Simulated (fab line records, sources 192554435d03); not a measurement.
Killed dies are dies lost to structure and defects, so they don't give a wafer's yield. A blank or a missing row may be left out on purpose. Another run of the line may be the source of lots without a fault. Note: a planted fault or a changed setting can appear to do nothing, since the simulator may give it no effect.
fab line records	flow n5Finfet
[record] lots = 10	wafers = 28	lastDay = 17
route steps=1938 shown BEOL_M4@1111 BEOL_M7@1309 BEOL_M8@1332 PASSIVATION@1936
lots untouched by any fault: they come from a run of this same line in which no faults occurred
startH: the number of hours between the record's first day and the start of the first shown wafer of the lot	waitH: hours elapsed since this lot's preceding step	" same as the row above	L1.1+2: one row covering several wafers at once	- no value, or no start was given	* or withheld: withheld	< > ~ a bound
route shown NAME@n: NAME is a module with steps in the file, n the number in the route of the first one	usual: mean/standard deviation taken from wafers without a fault	same: alike in all rows	chamber/n: place in a boat	sites: the reading at each site	_std_site: the standard deviation of these	_edge_site: mean of outer sites minus mean of inner sites	radiusMm: how far each site lies from the wafer's centre	mask NAME#n: copy n	behind: the most recent tool/chamber to have shaped the wafer	hold: why the lot was held/for how many hours/how that ended	device: whichever transistor did not switch (one of n, p or np)	end of line: at the end of the route, the tests of the same wafers	step lacking rows: just its recipe	killed: the dies lost at the first sort to structure and to defects; this is not the yield of the wafer	map: a wafer's dies, x killed, . not, _ none there
set.NAME: the setting as run; set.NAME@STEP: as run at that earlier step	model.NAME: the simulator's own value behind a step, which no gauge read
the route's steps for a sample of lots (tables are steps, rows are wafers)
services: a tool's chamber out of use, with start hour (startH, from the record's first day; less than 0 if before it), hours out, and reason
[[steps]]
[step N5_BEOL_M4_RC_MEAS_101]
[usual] DIBL_N = 36.2/2	DIBL_P = 36.1/2.4	IOFF_N = 0.16/0.035	IOFF_P = 0.22/0.041	ION_N = 675/14	ION_P = 465/8.6	SS_N = 71.5/0.64	SS_P = 73.2/0.76	VT_N = 250/3.9	VT_P = -249/3.4
lot.wafer	tool	chamber	startH	waitH	DIBL_N[mV/V]	DIBL_P[mV/V]	IOFF_N[nA/um]	IOFF_P[nA/um]	ION_N[uA/um]	ION_P[uA/um]	SS_N[mV/dec]	SS_P[mV/dec]	VT_N[mV]	VT_P[mV]
L728.1	prober-02	0	196.07	0.0	36.6	35.9	0.18	0.23	688	476	71.7	73.7	245	-248
L728.4	"	0	"	"	35.0	33.7	0.14	0.18	659	447	71.1	72.8	251	-252
L728.5	"	0	"	"	37.3	37.3	0.20	0.25	688	469	71.7	74.3	241	-246
L733.1	prober-01	0	213.22	0.0	35.8	36.1	0.17	0.22	674	459	72.0	72.8	245	-247
L733.4	"	0	"	"	39.0	40.3	0.22	0.29	679	463	72.3	73.5	248	-244
L733.5	"	0	"	"	36.4	37.6	0.18	0.25	686	467	70.7	74.2	248	-245
L734.1	prober-02	0	225.18	0.0	38.0	38.3	0.20	0.25	684	474	70.9	73.9	243	-247
L734.4	"	0	"	"	36.3	37.4	0.17	0.24	675	469	70.7	74.4	247	-249
L734.5	"	0	"	"	37.2	37.9	0.18	0.25	673	469	71.1	73.4	245	-247
L732.1	prober-01	0	225.70	0.0	38.1	38.1	0.19	0.27	684	475	71.7	73.3	246	-244
L732.4	"	0	"	"	35.5	34.8	0.14	0.23	669	472	71.5	72.6	253	-249
L732.5	"	0	"	"	39.5	39.4	0.23	0.31	694	474	72.5	74.0	246	-245
L736.3	prober-01	0	245.55	0.3	38.2	39.7	0.21	0.33	696	486	71.9	73.6	245	-240
L736.4	"	0	"	"	35.1	34.7	0.14	0.23	664	467	71.1	73.7	249	-247
L736.5	"	0	"	"	32.3	31.9	0.10	0.18	664	468	70.6	70.9	255	-249
L737.3	prober-02	0	256.79	0.3	34.5	37.1	0.17	0.26	700	483	71.5	73.2	245	-246
L737.4	"	0	"	"	37.8	40.2	0.21	0.30	692	479	72.4	73.9	248	-243
L737.6	"	0	"	"	36.8	39.5	0.19	0.29	701	482	71.1	73.4	248	-244
L741.3	prober-01	0	264.55	0.3	36.6	37.2	0.16	0.23	677	472	71.4	72.4	249	-246
L741.6	"	0	"	"	33.0	31.7	0.10	0.16	653	453	71.0	71.6	255	-251
L740.4	prober-02	0	264.66	0.5	37.6	37.2	0.17	0.23	680	462	72.6	73.5	250	-247
L740.6	"	0	"	"	33.6	33.2	0.12	0.18	682	476	70.6	71.9	253	-250
L746.1	prober-02	0	295.93	0.0	35.1	34.5	0.12	0.15	673	450	70.5	73.3	255	-255
L746.3	"	0	"	"	39.0	38.9	0.17	0.20	664	453	72.7	74.4	254	-252
L746.6	"	0	"	"	39.5	40.1	0.18	0.21	679	456	72.6	73.8	256	-253
L747.2	prober-01	0	298.72	0.2	36.4	34.9	0.14	0.19	669	456	71.8	72.9	253	-251
L747.3	"	0	"	"	37.7	37.5	0.19	0.22	682	464	71.5	74.7	247	-251
L747.5	"	0	"	"	38.0	37.4	0.18	0.24	678	461	72.2	74.3	250	-246
[step N5_BEOL_M7_ETCH_41]
[recipe] chemistry = CH3F/O2	target = SiCN	targetDepthA = 319	taperDeg = 2	timeS = 57.8	ionEnergyEv = 120	maskMaterial = TiN	pressureMtorr = 30	sourceW = 395	biasW = 75	Ar_flow_sccm = 150	CH3F_flow_sccm = 30	O2_flow_sccm = 20
[usual] biasW = 75.05/0.22	drypumpMotorCurrentA = 5.9/0.35	oesProductAu = 0.77/0.071	rfVppV = 296.6/1.8	showerheadPlenumPTorr = 1.96/0.085	throttleValvePct = 16.3/0.31
lot.wafer	tool	chamber	startH	waitH	biasW	drypumpMotorCurrentA	oesProductAu	rfHoursCounterH	rfVppV	showerheadPlenumPTorr	throttleValvePct
L728.1	rieDiel-06	1	-	-	74.97	5.7	0.71	227	295.7	1.90	16.7
L728.4	"	3	"	"	74.80	6.5	0.93	23	298.6	1.96	15.8
L728.5	"	0	"	"	75.23	6.3	0.86	-	299.2	2.01	16.2
L733.1	rieDiel-05	1	-	-	74.94	5.5	0.71	223	295.9	1.90	16.9
L733.4	"	3	"	"	74.93	6.0	0.75	167	297.8	2.09	16.7
L733.5	"	0	"	"	74.67	5.5	0.87	-	295.9	1.95	16.0
L732.1	rieDiel-02	1	-	-	75.27	6.0	0.69	220	296.3	1.88	16.3
L732.4	"	0	"	"	74.95	5.3	0.73	-	297.1	1.97	16.3
L732.5	"	1	"	"	74.95	6.0	0.70	-	296.5	1.88	16.3
L734.1	rieDiel-05	1	-	-	74.96	5.5	0.71	225	294.3	1.90	16.9
L734.4	"	0	"	"	75.21	5.5	0.86	79	298.4	1.95	16.0
L734.5	"	3	"	"	75.28	5.9	0.75	-	298.8	2.09	16.7
L736.3	rieDiel-05	3	-	-	75.02	6.0	0.74	179	298.7	2.09	16.7
L736.4	"	3	"	"	75.18	5.9	0.75	-	298.0	2.09	16.7
L736.5	"	1	"	"	74.92	5.5	0.70	-	294.0	1.90	16.9
L737.3	rieDiel-06	0	-	-	74.81	6.3	0.83	80	299.2	2.01	16.3
L737.4	"	1	"	"	75.01	5.8	0.69	249	296.4	1.89	16.7
L737.6	"	0	"	"	75.06	6.3	0.82	-	298.4	2.01	16.3
L740.4	rieDiel-05	1	-	-	75.13	5.5	0.69	241	295.5	1.90	16.9
L740.6	"	1	"	"	75.02	5.5	0.70	-	296.6	1.90	16.9
L741.3	rieDiel-02	3	-	-	74.84	6.2	0.81	-	295.5	1.94	16.2
L741.6	"	3	"	"	74.96	6.2	0.81	-	295.2	1.94	16.2
L746.1	rieDiel-05	3	-	-	75.27	5.9	0.73	193	299.6	2.08	16.8
L746.3	"	0	"	"	75.10	5.5	0.84	94	295.1	1.94	16.0
L746.6	"	2	"	"	74.99	6.0	0.72	-	294.8	1.83	16.1
L747.2	rieDiel-02	3	-	-	75.10	6.2	0.79	123	295.5	1.94	16.2
L747.3	"	2	"	"	74.88	5.7	0.82	85	299.3	2.10	16.4
L747.5	"	3	"	"	74.90	6.2	0.80	-	296.3	1.94	16.2
[step N5_BEOL_M7_CD_MEAS_35]
[recipe] targetCdNm = 40	polarity = opening
[usual] cdNm = 39.7/0.86
lot.wafer	tool	chamber	startH	waitH	cdNm
L728.1	cdSem-03	-	225.52	0.0	40.8
L728.4	"	-	"	"	39.3
L728.5	"	-	"	"	41.0
L733.1	cdSem-01	-	243.80	0.0	40.5
L733.4	"	-	"	"	39.9
L733.5	"	-	"	"	40.2
L732.1	cdSem-03	-	250.92	0.0	40.1
L732.4	"	-	"	"	40.8
L732.5	"	-	"	"	38.6
L734.1	cdSem-01	-	251.32	0.0	40.6
L734.4	"	-	"	"	41.1
L734.5	"	-	"	"	41.1
L736.3	cdSem-01	-	273.15	0.0	39.0
L736.4	"	-	"	"	39.2
L736.5	"	-	"	"	39.9
L737.3	cdSem-02	-	285.65	0.0	40.2
L737.4	"	-	"	"	39.0
L737.6	"	-	"	"	40.3
L740.4	cdSem-02	-	293.09	0.0	39.0
L740.6	"	-	"	"	38.6
L741.3	cdSem-01	-	293.43	0.0	38.2
L741.6	"	-	"	"	38.9
L746.1	cdSem-03	-	319.65	0.0	40.0
L746.3	"	-	"	"	41.3
L746.6	"	-	"	"	40.2
L747.2	cdSem-02	-	326.85	0.0	40.8
L747.3	"	-	"	"	40.7
L747.5	"	-	"	"	39.6
[step N5_BEOL_M7_ANNEAL_51]
[recipe] tempC = 225	timeS = 90	ambient = N2
[usual] wafer_temp_C_max = 226.41/0.29
lot.wafer	tool	chamber	startH	waitH	wafer_temp_C_max
L728.1	rtpAnneal-01	0	227.86	0.4	226.44
L728.4	"	0	"	"	226.41
L728.5	"	0	"	"	226.26
L733.1	rtpAnneal-01	0	246.17	1.0	226.20
L733.4	"	0	"	"	226.11
L733.5	"	0	"	"	226.61
L732.1	rtpAnneal-01	0	252.84	0.1	226.49
L732.4	"	0	"	"	226.29
L732.5	"	0	"	"	226.46
L734.1	rtpAnneal-02	0	253.84	0.2	226.76
L734.4	"	0	"	"	226.87
L734.5	"	0	"	"	226.39
L736.3	rtpAnneal-02	0	277.25	0.1	226.86
L736.4	"	0	"	"	227.05
L736.5	"	0	"	"	226.65
L737.3	rtpAnneal-01	0	287.16	0.2	226.63
L737.4	"	0	"	"	226.21
L737.6	"	0	"	"	226.71
L740.4	rtpAnneal-02	0	294.64	0.3	226.59
L740.6	"	0	"	"	226.41
L741.3	rtpAnneal-01	0	295.28	0.2	226.64
L741.6	"	0	"	"	226.68
L746.1	rtpAnneal-01	0	322.71	0.1	226.23
L746.3	"	0	"	"	226.72
L746.6	"	0	"	"	226.76
L747.2	rtpAnneal-02	0	328.43	0.1	226.42
L747.3	"	0	"	"	226.38
L747.5	"	0	"	"	226.40
[step N5_BEOL_M8_ILD_DEP_00]
[recipe] material = SiCOH_lowk	targetThkA = 1797.5	tempC = 300	precursor = DEMS/porogen	pressureTorr = 5	rfW = 500	timeS = 33.4
[usual] heaterPowerW = 292/47	showerheadPlenumPTorr = 5.736/0.02	susceptorTempC = 300.01/0.19	throttleValvePct = 13.8/0.83
lot.wafer	tool	chamber	startH	waitH	heaterPowerW	showerheadPlenumPTorr	susceptorTempC	throttleValvePct
L728.1	pecvd-04	2	228.68	0.0	219	5.714	300.43	13.6
L728.4	"	0	"	"	284	5.720	299.98	15.4
L728.5	"	1	"	"	301	5.770	299.59	13.7
L733.1	pecvd-04	1	246.96	0.0	335	5.761	300.03	13.7
L733.4	"	2	"	"	265	5.717	299.91	13.5
L733.5	"	0	"	"	284	5.709	299.80	15.7
L732.1	pecvd-04	1	253.64	0.0	316	5.763	299.87	13.9
L732.4	"	0	"	"	283	5.734	300.08	15.8
L732.5	"	2	"	"	257	5.731	299.82	13.7
L734.1	pecvd-04	2	254.62	0.0	248	5.723	300.00	13.6
L734.4	"	2	"	"	248	5.734	299.56	13.6
L734.5	"	1	"	"	344	5.775	300.32	13.8
L736.3	pecvd-04	0	277.95	0.0	297	5.732	300.16	15.7
L736.4	"	1	"	"	330	5.777	300.04	13.5
L736.5	"	0	"	"	305	5.725	300.16	15.7
L737.3	pecvd-01	1	287.85	0.0	326	5.721	299.92	14.0
L737.4	"	2	"	"	397	5.725	300.17	13.0
L737.6	"	1	"	"	325	5.723	300.05	14.1
L740.4	pecvd-03	1	295.31	0.1	226	5.740	299.99	12.6
L740.6	"	0	"	"	320	5.755	299.80	13.6
L741.3	pecvd-01	1	296.05	0.0	329	5.707	299.94	14.3
L741.6	"	1	"	"	331	5.716	299.98	13.8
L746.1	pecvd-03	0	323.51	0.0	313	5.766	299.92	13.3
L746.3	"	1	"	"	234	5.752	299.86	12.6
L746.6	"	1	"	"	241	5.752	300.02	12.6
L747.2	pecvd-01	0	329.17	0.0	247	5.736	300.29	13.8
L747.3	"	1	"	"	299	5.716	299.83	14.2
L747.5	"	0	"	"	247	5.731	300.07	13.6
[step N5_BEOL_M8_THK_MEAS_01]
[recipe] reads = SiCOH_lowk_of_BEOL_M8_ILD_DEP_00
[usual] M8_ILD_THK = 155.3/2
lot.wafer	tool	chamber	startH	waitH	M8_ILD_THK[nm]
L728.1	filmMetro-02	-	229.25	0.4	152.6
L728.4	"	-	"	"	158.1
L728.5	"	-	"	"	158.8
L733.1	filmMetro-01	-	247.68	0.4	157.4
L733.4	"	-	"	"	156.1
L733.5	"	-	"	"	158.3
L732.1	filmMetro-02	-	254.22	0.4	156.3
L732.4	"	-	"	"	156.5
L732.5	"	-	"	"	154.9
L734.1	filmMetro-02	-	255.20	0.4	151.1
L734.4	"	-	"	"	153.2
L734.5	"	-	"	"	236.0
L736.3	filmMetro-02	-	278.53	0.3	156.4
L736.4	"	-	"	"	236.1
L736.5	"	-	"	"	159.5
L737.3	filmMetro-02	-	288.43	0.3	150.6
L737.4	"	-	"	"	155.5
L737.6	"	-	"	"	154.1
L740.4	filmMetro-02	-	295.87	0.2	156.3
L740.6	"	-	"	"	155.7
L741.3	filmMetro-01	-	296.63	0.3	151.1
L741.6	"	-	"	"	155.7
L746.1	filmMetro-01	-	324.56	0.8	151.8
L746.3	"	-	"	"	154.5
L746.6	"	-	"	"	156.4
L747.2	filmMetro-01	-	330.23	0.7	156.4
L747.3	"	-	"	"	153.7
L747.5	"	-	"	"	159.8
[step N5_PASSIVATION_PROBE_49]
[usual] defectLimitedYield = 91.1/1.4	killed_at_M0_to_M3 = 36/9.9	killed_at_M4_up = 13/5.8	killedAtContacts = 14/5.9	killedAtFrontEnd = 39/11	killedAtOther = 3.4/2.9	killedDies = 105/17	killedOnRim = 15/3.9	killedOpen = 70/13	killedShort = 34/7.3	sort_bin_4_leakage = 0.00/0.0072	sort_bin_5_function = 5.3/1	sort_bin_6_memory = 3.3/0.62	sortNPass = 1075/17	sortYieldPct = 91.1/1.4
[same] grossDies = 1180	killedAtBackSide = 0	sort_bin_8_speed[%] = 0
lot.wafer	tool	chamber	startH	waitH	defectLimitedYield[%]	killed_at_M0_to_M3	killed_at_M4_up	killedAtContacts	killedAtFrontEnd	killedAtOther	killedDies	killedOnRim	killedOpen	killedShort	sort_bin_4_leakage[%]	sort_bin_5_function[%]	sort_bin_6_memory[%]	sortNPass	sortYieldPct[%]
L728.1	prober-01	-	297.32	0.0	90.3	36	5	17	54	3	115	15	77	38	0	5.3	4.3	1065	90.3
L728.4	prober-01	-	297.47	0.2	92.7	29	6	14	37	0	86	14	61	25	0	4.7	2.3	1094	92.7
L728.5	prober-01	-	297.52	0.2	91.8	44	5	6	41	1	97	17	67	30	0	4.7	3.1	1083	91.8
L734.1	prober-01	-	323.79	0.0	91.8	44	9	9	28	7	97	9	59	37	0	5.5	2.6	1083	91.8
L734.4	prober-01	-	323.94	0.2	91.2	41	13	6	43	1	104	11	78	25	0	5.1	3.6	1076	91.2
L734.5	prober-01	-	323.99	0.2	0	32	1118	1	24	5	1180	152	48	18	0	97.8	1.9	0	0
L732.1	prober-02	-	327.84	0.0	92.5	32	8	17	25	7	89	13	65	24	0	4.3	2.8	1091	92.5
L732.4	prober-02	-	327.99	0.2	92.9	39	8	10	25	2	84	12	63	21	0	4.2	2.5	1096	92.9
L732.5	prober-02	-	328.04	0.2	91.9	42	14	7	31	2	96	16	65	31	0	4.9	3.1	1084	91.9
L736.3	prober-01	-	353.81	0.1	92.0	41	6	18	23	6	94	18	65	27	0.08	4.7	2.9	1085	91.9
L736.4	prober-01	-	353.86	0.2	0	29	1103	5	36	7	1180	152	65	22	0	96.7	3.1	0	0
L736.5	prober-01	-	353.91	0.2	89.4	26	19	15	57	8	125	18	84	40	0	6.9	3.3	1055	89.4
L740.4	prober-01	-	363.33	0.2	90.6	45	6	10	49	1	111	14	60	48	0	5.6	3.5	1069	90.6
L740.6	prober-01	-	363.43	0.3	92.6	39	9	13	26	0	87	8	60	26	0	4.0	3.1	1093	92.6
L746.1	prober-01	-	400.45	0.0	91.9	34	11	15	36	0	96	23	65	28	0	4.7	2.9	1084	91.9
L746.3	prober-01	-	400.55	0.1	91.4	37	16	21	25	2	101	15	66	34	0	4.8	3.5	1079	91.4
L746.6	prober-01	-	400.70	0.3	91.1	45	15	17	26	2	105	11	68	36	0	5.4	3.2	1075	91.1
// killed by level:class
L728.1 STI_FIN_REVEAL:geometricParticle:open=21 MOL_CONTACT_COAG:geometricParticle:open=15 BEOL_M3:geometricParticle:open=8 FIN_SAQP:geometricParticle:open=7 BEOL_M1:geometricParticle:open=7 FIN_SAQP:geometricParticle:short=6 BEOL_M3:geometricParticle:short=5 DUMMY_GATE:geometricParticle:open=4
L728.4 MOL_CONTACT_COAG:geometricParticle:open=12 BEOL_M3:geometricParticle:open=11 FIN_SAQP:geometricParticle:open=9 FIN_SAQP:geometricParticle:short=7 STI_FIN_REVEAL:geometricParticle:open=6 BEOL_M0_SAQP:geometricParticle:open=5 BEOL_M0_SAQP:geometricParticle:short=5 FIN_CUT:geometricParticle:short=3
L728.5 BEOL_M1:geometricParticle:open=10 BEOL_M3:geometricParticle:open=9 FIN_SAQP:geometricParticle:open=8 BEOL_M2:geometricParticle:open=7 BEOL_M0_SAQP:geometricParticle:short=7 BEOL_M0_SAQP:geometricParticle:open=7 FIN_SAQP:geometricParticle:short=5 STI_FIN_REVEAL:geometricParticle:open=5
L734.1 BEOL_M0_SAQP:geometricParticle:open=8 BEOL_M0_SAQP:geometricParticle:short=7 BEOL_M1:geometricParticle:open=6 MOL_CONTACT_COAG:geometricParticle:open=6 BEOL_M0:geometricParticle:open=6 BEOL_M2:geometricParticle:open=6 BEOL_M3:geometricParticle:open=5 STARTING-WAFER:geometricParticle:short=5
L734.4 BEOL_M0_SAQP:geometricParticle:open=11 DUMMY_GATE:geometricParticle:open=8 BEOL_M2:geometricParticle:open=7 STI_FIN_REVEAL:geometricParticle:open=6 MOL_CONTACT_COAG:geometricParticle:open=6 BEOL_M0_SAQP:geometricParticle:short=6 FIN_SAQP:geometricParticle:short=5 GATE_CUT:geometricParticle:open=5
L734.5 BEOL_M8:areaEtch=1114 BEOL_M2:geometricParticle:open=18 FIN_SAQP:geometricParticle:short=4 FIN_SAQP:geometricParticle:open=4 STI_FIN_REVEAL:geometricParticle:open=4 BEOL_M1:geometricParticle:open=4 ILD0:geometricParticle:open=3 ILD0:geometricParticle:short=3
L732.1 MOL_CONTACT_COAG:geometricParticle:open=14 BEOL_M2:geometricParticle:open=9 STI_FIN_REVEAL:geometricParticle:open=7 BEOL_M0_SAQP:geometricParticle:open=6 BEOL_M3:geometricParticle:open=6 BEOL_M1:geometricParticle:open=5 BEOL_M4:geometricParticle:open=4 PASS1_CAP:geometricParticle:short=4
L732.4 BEOL_M2:geometricParticle:open=16 BEOL_M0_SAQP:geometricParticle:open=10 STI_FIN_REVEAL:geometricParticle:open=8 MOL_CONTACT_COAG:geometricParticle:open=8 FIN_SAQP:geometricParticle:short=7 BEOL_M1:geometricParticle:open=4 BEOL_M4:geometricParticle:open=4 FIN_SAQP:geometricParticle:open=3
L732.5 BEOL_M0_SAQP:geometricParticle:short=13 BEOL_M0_SAQP:geometricParticle:open=11 DUMMY_GATE:geometricParticle:open=10 BEOL_M4:geometricParticle:open=8 STI_FIN_REVEAL:geometricParticle:open=6 BEOL_M1:geometricParticle:open=6 MOL_CONTACT_COAG:geometricParticle:open=5 GATE_CUT:geometricParticle:open=4
L736.3 MOL_CONTACT_COAG:geometricParticle:open=14 BEOL_M2:geometricParticle:open=11 BEOL_M0_SAQP:geometricParticle:open=8 BEOL_M3:geometricParticle:open=7 FIN_SAQP:geometricParticle:open=4 MOL_CONTACT_COAG:geometricParticle:short=4 MIM_TOP_ETCH:geometricParticle:short=4 DUMMY_GATE:geometricParticle:open=3
L736.4 BEOL_M8:areaEtch=1090 STI_FIN_REVEAL:geometricParticle:open=10 BEOL_M0_SAQP:geometricParticle:open=9 BEOL_M4:geometricParticle:open=7 MOL_CONTACT_COAG:geometricParticle:open=5 BEOL_M0_SAQP:geometricParticle:short=5 FIN_SAQP:geometricParticle:short=4 BEOL_M3:geometricParticle:open=4
L736.5 FIN_SAQP:geometricParticle:open=19 MOL_CONTACT_COAG:geometricParticle:open=11 BEOL_M5:geometricParticle:open=9 STI_FIN_REVEAL:geometricParticle:open=6 GATE_CUT:geometricParticle:short=6 BEOL_M2:geometricParticle:open=6 FIN_SAQP:geometricParticle:short=5 GATE_CUT:geometricParticle:open=5
L740.4 BEOL_M0_SAQP:geometricParticle:short=13 FIN_SAQP:geometricParticle:short=11 STI_FIN_REVEAL:geometricParticle:open=10 BEOL_M0_SAQP:geometricParticle:open=8 BEOL_M2:geometricParticle:open=8 FIN_SAQP:geometricParticle:open=7 MOL_CONTACT_COAG:geometricParticle:open=7 STI_FIN_REVEAL:geometricParticle:short=6
L740.6 BEOL_M1:geometricParticle:open=13 BEOL_M0_SAQP:geometricParticle:open=9 MOL_CONTACT_COAG:geometricParticle:open=9 GATE_CUT:geometricParticle:short=7 BEOL_M2:geometricParticle:open=6 DUMMY_GATE:geometricParticle:open=5 FIN_SAQP:geometricParticle:short=4 STI_FIN_REVEAL:geometricParticle:open=4
L746.1 MOL_CONTACT_COAG:geometricParticle:open=11 STI_FIN_REVEAL:geometricParticle:open=9 BEOL_M0_SAQP:geometricParticle:short=8 FIN_SAQP:geometricParticle:open=7 GATE_CUT:geometricParticle:open=7 BEOL_M3:geometricParticle:open=7 BEOL_M2:geometricParticle:open=6 FIN_SAQP:geometricParticle:short=4
L746.3 MOL_CONTACT_COAG:geometricParticle:open=14 BEOL_M0_SAQP:geometricParticle:short=13 STI_FIN_REVEAL:geometricParticle:open=7 MOL_CONTACT_COAG:geometricParticle:short=7 BEOL_M2:geometricParticle:open=7 BEOL_M4:geometricParticle:open=7 FIN_SAQP:geometricParticle:open=5 BEOL_M3:geometricParticle:open=5
L746.6 MOL_CONTACT_COAG:geometricParticle:open=15 BEOL_M0_SAQP:geometricParticle:short=12 BEOL_M1:geometricParticle:open=10 BEOL_M0_SAQP:geometricParticle:open=7 FIN_SAQP:geometricParticle:short=6 FIN_SAQP:geometricParticle:open=5 BEOL_M3:geometricParticle:open=5 BEOL_M4:geometricParticle:open=4
[[services]]
tool	chamber	startH	hours	kind
pecvd-01	2	202.38	-	clean
pecvd-01	2	202.38	-	consumableReplace:showerhead
pecvd-01	2	202.38	29.0	scheduledDown
pecvd-01	2	202.38	29.0	ventCycle
pecvd-04	-	205.06	9.1	repair
rieDiel-02	2	230.43	75.0	repair
pecvd-01	1	238.05	5.5	scheduledDown
rieDiel-02	-	257.21	15.6	pm
rieDiel-05	0	261.54	19.9	repair
pecvd-03	0	262.05	7.4	repair
rieDiel-06	2	264.89	6.7	repair
pecvd-03	2	266.43	2.0	repair
rieDiel-02	0	278.05	4.4	repair
rieDiel-06	1	287.76	-	clean
rieDiel-05	-	298.29	4.3	pm
pecvd-04	-	303.32	1.0	repair
rieDiel-06	2	307.35	1.8	repair
rieDiel-06	2	309.34	9.4	repair
pecvd-04	-	319.57	2.8	pm
rieDiel-05	1	325.31	-	clean
rieDiel-05	1	325.31	-	consumableReplace:focusRing
rieDiel-05	1	325.31	-	consumableReplace:showerhead
rieDiel-05	1	325.31	28.2	scheduledDown
rieDiel-05	1	325.31	28.2	ventCycle
[[key]]
[firstSign] step = N5_BEOL_M8_THK_MEAS_01	reading = M8_ILD_THK	direction = up	sigmas = 40	usual = 155.3	struck = 236.1
[effect] step = N5_PASSIVATION_PROBE_49	reading = killed_at_M4_up	direction = up	sigmas = 99+	usual = 13	struck = 1110
[moreKillsBornAt] N5_BEOL_M8_ETCH_41@rieDiel-01 = 1114	N5_BEOL_M8_ETCH_41@rieDiel-03 = 1090
metAt N5_BEOL_M8_ILD_DEP_00
struckLots L734,L736
struckWafers L734.5,L736.4
laterRowsLeftOut L734.5,L736.4
notActingAt N5_BEOL_M7_ETCH_41,N5_BEOL_M7_CD_MEAS_35,N5_BEOL_M7_ANNEAL_51
onsetBetween 253.64 254.62
[fault] kind = processParameterDrift	tool = pecvd-04	chamber = 1	onsetH = 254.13	steps = N5_BEOL_M8_ILD_DEP_00	channel = targetThkA	offset = *	shape = step	endH = 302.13	actsIn = *	stated = *
// laterRowsLeftOut: the simulator's readings of these wafers behind a module that went badly wrong aren't trusted and aren't shown, but for the sort
